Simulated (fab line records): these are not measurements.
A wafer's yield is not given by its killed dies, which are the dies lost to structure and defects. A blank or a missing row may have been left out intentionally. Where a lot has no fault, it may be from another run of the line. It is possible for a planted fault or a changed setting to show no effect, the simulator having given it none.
fab line records	flow n5_finfet
[record] lots = 5	wafers = 15	last_day = 16
route steps=1938 shown BEOL_M15@1808
lots with no fault: from the same line, run without faults
start_h: start of the lot's first displayed wafer, in hours after the record's first day	wait_h: time in hours since the lot's previous step	" same as the row above	L1.1+2: one row covering several wafers at once	- no value, or no start given	* or withheld: withheld	< > ~ a bound
route shown NAME@n: NAME is a module with steps in the file, n the number in the route of the first one	usual: mean and standard deviation over wafers with no fault	same: alike in all rows	chamber/n: place in a boat	sites: readings site by site	_std_site: their standard deviation	_edge_site: inner sites' mean taken away from outer sites' mean	radius_mm: how far each site lies from the wafer's centre	mask NAME#n: copy n	behind: the last tool/chamber to shape the wafer	hold: the reason the lot was held/the length of the hold in hours/how it ended	device: names the non-switching transistor (n, p or np)	end of line: the tests these same wafers got at the end of their route	a step with no rows: only its recipe	killed: dies lost to structure and defects at the first sort, not the wafer's yield	map: shows each die of a wafer: x if killed, . if not, _ if none is there
set.NAME: the setting as run; set.NAME@STEP: as run at that earlier step	model.NAME: the simulator's own value behind a step, which no gauge read
certain route steps with their lots: each step a table, each wafer a row
services: from which hour (start_h, from the record's first day; less than 0 if before it) a tool's chamber was out of use, for how many hours, and why
[[steps]]
[step N5_BEOL_M15_ETCH_61]
[recipe] chemistry = N2/H2	target = BARC	target_depth_a = 890	overetch_a = 267	time_s = 67.9	ion_energy_ev = 200	pressure_mtorr = 30	source_w = 840	bias_w = 150	n2_flow_sccm = 200	h2_flow_sccm = 200
[step N5_BEOL_M15_TRENCH_ETCH_34]
[recipe] chemistry = C4F8/O2/Ar	target = SiO2	target_depth_a = 8729.3	he_inner_torr = 15	he_outer_torr = 30	time_s = 199	ion_energy_ev = 800	pressure_mtorr = 20	source_w = 1905	bias_w = 2040	Ar_flow_sccm = 400	C4F8_flow_sccm = 16	O2_flow_sccm = 12
[step N5_BEOL_M15_STRIP_36]
[recipe] chemistry = O2	power_w = 600	temp_c = 60	pressure_mtorr = 30	rf_frequency_hz = 6e+07	bias_power_w = 0	overash_fraction = 0.3	o2_flow_sccm = 225
[usual] drypump_motor_current_A = 5.6/0.47	oes_product_au = 0.83/0.099	rf_vpp_V = 3.7/0.89	showerhead_plenum_p_Torr = 2.12/0.08	temp_c = 60.00/0.11	throttle_valve_pct = 16.63/0.28
[same] overash_fraction = 0.3
lot.wafer	tool	chamber	start_h	wait_h	drypump_motor_current_A	oes_product_au	rf_hours_counter_h	rf_vpp_V	showerhead_plenum_p_Torr	temp_c	throttle_valve_pct
L870.2	rie_diel-04	3	271.21	1.6	5.0	0.85	56	3.5	2.09	60.17	16.07
L870.4	"	2	"	"	4.9	0.79	-	2.7	2.14	60.00	16.76
L870.6	"	1	"	"	6.2	1.02	-	2.3	2.26	59.79	16.66
L871.3	rie_diel-04	3	282.39	4.7	5.0	0.84	60	3.9	2.09	59.95	16.08
L871.4	"	2	"	"	4.9	0.77	119	4.0	2.14	59.91	16.77
L871.5	"	1	"	"	6.2	0.99	-	2.7	2.26	60.01	16.68
L878.3	rie_diel-02	1	302.47	2.5	5.9	0.68	219	6.1	2.15	60.11	16.95
L878.4	"	0	"	"	6.0	0.71	227	3.7	2.07	59.95	16.91
L878.5	"	3	"	"	5.4	0.83	-	1.7	2.22	59.83	16.56
L880.3	rie_diel-05	3	326.60	2.9	5.2	0.91	23	4.6	2.07	59.97	16.80
L880.4	"	3	"	"	5.3	0.91	-	5.3	2.07	60.03	16.76
L880.5	"	2	"	"	5.8	0.85	-	3.9	2.02	59.86	16.35
L889.1	rie_diel-05	1	372.24	0.5	5.5	0.96	12	3.6	2.04	59.83	16.37
L889.3	"	3	"	"	5.3	0.89	36	4.4	2.07	60.09	16.77
L889.4	"	1	"	"	5.5	0.96	-	3.5	2.04	59.93	16.38
[step N5_BEOL_M15_STRIP_62]
[recipe] chemistry = O2	power_w = 600	temp_c = 60	pressure_mtorr = 30	rf_frequency_hz = 6e+07	bias_power_w = 0	overash_fraction = 0.3	o2_flow_sccm = 225
[usual] drypump_motor_current_A = 5.6/0.47	oes_product_au = 0.83/0.097	rf_vpp_V = 3.6/0.44	showerhead_plenum_p_Torr = 2.12/0.08	temp_c = 59.99/0.14	throttle_valve_pct = 16.63/0.28
[same] overash_fraction = 0.3
lot.wafer	tool	chamber	start_h	wait_h	drypump_motor_current_A	oes_product_au	rf_hours_counter_h	rf_vpp_V	showerhead_plenum_p_Torr	temp_c	throttle_valve_pct
L870.2	rie_diel-04	3	-	-	5.0	0.84	56	4.0	2.09	59.86	16.06
L870.4	"	2	"	"	4.9	0.79	-	4.1	2.14	59.71	16.77
L870.6	"	1	"	"	6.2	1.03	-	4.2	2.26	59.98	16.68
L871.3	rie_diel-04	3	-	-	5.0	0.83	60	3.8	2.09	59.90	16.05
L871.4	"	2	"	"	4.9	0.77	119	3.8	2.14	60.03	16.79
L871.5	"	1	"	"	6.2	1.00	-	3.1	2.26	60.00	16.65
L878.3	rie_diel-02	1	-	-	5.9	0.69	219	3.6	2.15	60.18	16.95
L878.4	"	0	"	"	6.0	0.71	227	3.7	2.07	60.09	16.89
L878.5	"	3	"	"	5.4	0.84	-	3.9	2.22	59.90	16.55
L880.3	rie_diel-05	3	-	-	5.3	0.91	23	4.4	2.07	59.83	16.78
L880.4	"	3	"	"	5.3	0.90	-	3.6	2.07	60.11	16.78
L880.5	"	2	"	"	5.8	0.84	-	4.1	2.02	60.21	16.32
L889.1	rie_diel-05	1	-	-	5.6	0.95	12	3.3	2.04	60.29	16.36
L889.3	"	3	"	"	5.3	0.88	36	3.6	2.07	60.01	16.82
L889.4	"	1	"	"	5.5	0.95	-	3.5	2.04	60.08	16.37
[step N5_BEOL_M15_STRIP_37]
[recipe] chemistry = O2	power_w = 600	temp_c = 60	pressure_mtorr = 30	rf_frequency_hz = 6e+07	bias_power_w = 0	overash_fraction = 0.3	o2_flow_sccm = 225
[step N5_BEOL_M15_ETCH_38]
[recipe] chemistry = CF4/N2	target = SiCN	target_depth_a = 1064	taper_deg = 2	time_s = 120.5	ion_energy_ev = 150	mask_material = SiO2	pressure_mtorr = 40	source_w = 430	bias_w = 70	Ar_flow_sccm = 100	cf4_flow_sccm = 60	n2_flow_sccm = 60
[usual] bias_w = 70.03/0.2	drypump_motor_current_A = 5.6/0.47	oes_product_au = 0.83/0.099	rf_vpp_V = 382.9/1.9	showerhead_plenum_p_Torr = 2.23/0.076	throttle_valve_pct = 15.37/0.26
lot.wafer	tool	chamber	start_h	wait_h	bias_w	drypump_motor_current_A	oes_product_au	rf_hours_counter_h	rf_vpp_V	showerhead_plenum_p_Torr	throttle_valve_pct
L870.2	rie_diel-04	3	-	-	70.30	5.0	0.84	56	383.3	2.24	15.02
L870.4	"	2	"	"	69.62	4.9	0.79	-	381.3	2.22	15.41
L870.6	"	1	"	"	69.81	6.2	1.05	-	385.9	2.38	15.38
L871.3	rie_diel-04	3	-	-	70.05	5.0	0.83	60	383.4	2.24	15.03
L871.4	"	2	"	"	69.96	4.9	0.78	119	382.5	2.22	15.42
L871.5	"	1	"	"	69.78	6.2	0.99	-	386.2	2.38	15.39
L878.3	rie_diel-02	1	-	-	69.82	5.9	0.70	219	383.6	2.28	15.78
L878.4	"	0	"	"	70.28	6.0	0.69	227	381.1	2.19	15.70
L878.5	"	3	"	"	70.41	5.4	0.83	-	386.1	2.32	15.29
L880.3	rie_diel-05	3	-	-	70.28	5.3	0.90	23	380.7	2.16	15.41
L880.4	"	3	"	"	70.09	5.3	0.91	-	380.8	2.16	15.41
L880.5	"	2	"	"	70.08	5.8	0.86	-	379.5	2.14	15.14
L889.1	rie_diel-05	1	-	-	70.07	5.5	0.91	12	381.2	2.16	15.14
L889.3	"	3	"	"	70.12	5.3	0.89	36	381.5	2.16	15.43
L889.4	"	1	"	"	69.98	5.5	0.92	-	382.2	2.16	15.14
[step N5_BEOL_M15_PRECLEAN_39]
[recipe] chemistry = residue_remover	time_s = 60	temp_c = 40
[step N5_BEOL_M15_SRD_40]
[recipe] time_s = 30	temp_c = 23	rinse_liquid = diw	dry = n2_spin	spin_rpm = 1500	dry_time_s = 30
[step N5_BEOL_M15_DEGAS_41]
[recipe] ambient = vacuum	temp_c = 300	time_s = 60
[step N5_BEOL_M15_PRE_CLEAN_42]
[recipe] gas = H2/He	time_s = 30	temp_c = 300
[usual] heater_power_w = 473/62
lot.wafer	tool	chamber	start_h	wait_h	heater_power_w
L870.2	pvd_sputter-03	-	272.27	0.0	427
L870.4	"	-	"	"	448
L870.6	"	-	"	"	425
L871.3	pvd_sputter-03	-	283.13	0.0	442
L871.4	"	-	"	"	491
L871.5	"	-	"	"	417
L878.3	pvd_sputter-02	-	303.00	0.0	564
L878.4	"	-	"	"	502
L878.5	"	-	"	"	398
L880.3	pvd_sputter-01	-	327.22	0.0	427
L880.4	"	-	"	"	493
L880.5	"	-	"	"	426
L889.1	pvd_sputter-03	-	372.82	0.0	505
L889.3	"	-	"	"	437
L889.4	"	-	"	"	431
[step N5_BEOL_M15_SPUTTER_43]
[recipe] material = TaN	target_thk_a = 150	temp_c = 50	bias_v = 168.6	power_w = 15000	chamber_pressure_pa = 0.12	time_s = 24.19
[step N5_BEOL_M15_SPUTTER_44]
[recipe] material = Ta	target_thk_a = 150	temp_c = 50	bias_v = 80	power_w = 15000	chamber_pressure_pa = 0.07	time_s = 24.19
[usual] throttle_valve_pct = 30.3/0.85
lot.wafer	tool	chamber	start_h	wait_h	throttle_valve_pct	model.Ta_of_BEOL_M15_SPUTTER_44.thk_nm
L870.2	pvd_sputter-03	-	272.39	0.0	31.0	15
L870.4	"	-	"	"	31.3	14.8
L870.6	"	-	"	"	30.8	14.8
L871.3	pvd_sputter-03	-	283.25	0.0	31.9	15
L871.4	"	-	"	"	30.6	14.8
L871.5	"	-	"	"	31.1	15
L878.3	pvd_sputter-02	-	303.12	0.0	30.7	14.8
L878.4	"	-	"	"	29.9	15.2
L878.5	"	-	"	"	30.1	15
L880.3	pvd_sputter-01	-	327.34	0.0	28.3	14.6
L880.4	"	-	"	"	30.2	15
L880.5	"	-	"	"	28.2	14.6
L889.1	pvd_sputter-03	-	372.94	0.0	30.6	20.2
L889.3	"	-	"	"	31.0	14.6
L889.4	"	-	"	"	30.9	15
[step N5_BEOL_M15_SPUTTER_45]
[recipe] material = Cu	target_thk_a = 1000	temp_c = -20	bias_v = 60	power_w = 26000	chamber_pressure_pa = 0.13	time_s = 16.67
[usual] throttle_valve_pct = 30.3/0.87
lot.wafer	tool	chamber	start_h	wait_h	throttle_valve_pct
L870.2	pvd_sputter-03	-	272.47	0.0	30.6
L870.4	"	-	"	"	31.0
L870.6	"	-	"	"	30.8
L871.3	pvd_sputter-03	-	283.33	0.0	32.0
L871.4	"	-	"	"	31.1
L871.5	"	-	"	"	31.1
L878.3	pvd_sputter-02	-	303.20	0.0	30.8
L878.4	"	-	"	"	29.6
L878.5	"	-	"	"	29.7
L880.3	pvd_sputter-01	-	327.42	0.0	28.6
L880.4	"	-	"	"	30.2
L880.5	"	-	"	"	28.2
L889.1	pvd_sputter-03	-	373.02	0.0	30.7
L889.3	"	-	"	"	31.4
L889.4	"	-	"	"	30.9
[step N5_BEOL_M15_ECD_47]
[recipe] material = Cu	target_thk_a = 18600
[step N5_BEOL_M15_ANNEAL_48]
[recipe] temp_c = 225	time_s = 90	ambient = N2
[step N5_BEOL_M15_CMP_49]
[recipe] stop_on = SiO2	t_overpolish_s = 4.9	down_force_psi = 2	platen_rpm = 80	clearing_platen_down_force_psi = 2	clearing_platen_rpm = 80	post_cmp_clean = cu_alkaline	target_thk_nm = 850	clearing_platen_pad_velocity_m_s = 1.5917	pad_velocity_m_s = 1.5917
[usual] barrier_field_endpoint_s = 11.34/0.25	motor_current_A = 8.1/0.58	pad_life_wafers = 782/470
lot.wafer	tool	chamber	start_h	wait_h	barrier_field_endpoint_s	motor_current_A	pad_life_wafers
L870.2	cmp-01	0	273.20	0.3	11.76	7.9	1796
L870.4	"	1	"	"	11.14	9.0	1797
L870.6	"	3	"	"	11.45	8.0	-
L871.4	cmp-04	3	284.33	0.1	11.43	9.0	456
L871.3	"	2	"	"	11.40	7.7	459
L871.5	"	3	"	"	11.07	8.7	-
L878.4	cmp-01	0	304.12	0.2	11.41	7.7	7
L878.3	"	2	"	"	11.35	8.2	9
L878.5	"	0	"	"	11.45	8.0	-
L880.4	cmp-01	0	328.33	0.2	11.11	7.4	176
L880.3	"	1	"	"	11.00	8.5	177
L880.5	"	3	"	"	10.81	8.0	-
L889.4	cmp-04	3	373.78	0.1	11.49	8.7	1182
L889.1	"	1	"	"	13.67	7.5	1184
L889.3	"	2	"	"	11.11	7.6	1185
[step N5_BEOL_M15_THK_MEAS_50]
[recipe] thk_meas_gauge = xrf	reads = Cu_of_BEOL_M15_ECD_47
[usual] M15_THK = 848/18
lot.wafer	tool	chamber	start_h	wait_h	M15_THK[nm]
L870.2	film_metro-02	-	273.42	-	847
L870.4	"	-	"	"	864
L870.6	"	-	"	"	864
L871.3	film_metro-02	-	284.63	-	860
L871.4	"	-	"	"	878
L871.5	"	-	"	"	857
L878.3	film_metro-01	-	304.38	-	864
L878.4	"	-	"	"	861
L878.5	"	-	"	"	851
L880.3	film_metro-01	-	328.55	-	859
L880.4	"	-	"	"	829
L880.5	"	-	"	"	840
L889.1	film_metro-02	-	374.08	-	866
L889.3	"	-	"	"	855
L889.4	"	-	"	"	849
[[services]]
tool	chamber	start_h	hours	kind
rie_diel-04	1	253.38	-	clean
rie_diel-04	1	253.38	-	consumable_replace:focus_ring
rie_diel-04	1	253.38	-	consumable_replace:showerhead
rie_diel-04	1	253.38	17.5	scheduled_down
rie_diel-04	1	253.38	17.5	vent_cycle
rie_diel-02	2	266.68	5.1	repair
cmp-04	-	276.78	0.6	repair
cmp-01	-	294.23	3.9	repair
cmp-04	-	296.31	1.8	repair
cmp-01	-	298.98	4.0	pm
rie_diel-05	1	305.69	-	clean
rie_diel-05	1	305.69	-	consumable_replace:focus_ring
rie_diel-05	1	305.69	27.6	scheduled_down
rie_diel-05	1	305.69	27.6	vent_cycle
cmp-01	-	313.44	1.2	repair
rie_diel-05	-	319.34	2.8	pm
rie_diel-04	0	324.21	1.2	repair
rie_diel-02	-	330.92	3.4	repair
cmp-04	-	341.81	5.5	pm
pvd_sputter-01	-	354.49	2.5	repair
rie_diel-05	0	365.17	-	clean
rie_diel-05	0	365.17	-	consumable_replace:focus_ring
rie_diel-05	0	365.17	17.0	scheduled_down
cmp-01	-	367.52	13.8	pm
[[key]]
[first_sign] step = N5_BEOL_M15_CMP_49	reading = barrier_field_endpoint_s	direction = up	sigmas = 9.2	usual = 11.34	struck = 13.67
effect none on later readings
[model_effect] step = N5_BEOL_M15_SPUTTER_44	value = Ta_of_BEOL_M15_SPUTTER_44.thk_nm	without = 14.8	struck = 20.2
met_at N5_BEOL_M15_SPUTTER_44
struck_wafers L889.1
onset_between 283.25 372.94
[fault] kind = process_parameter_drift	tool = pvd_sputter-03	chamber = -	onset_h = 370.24	steps = N5_BEOL_M15_SPUTTER_44	channel = time_s	offset = *	shape = step	end_h = 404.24	scope = struck_wafers_only	acts_in = *	stated = *
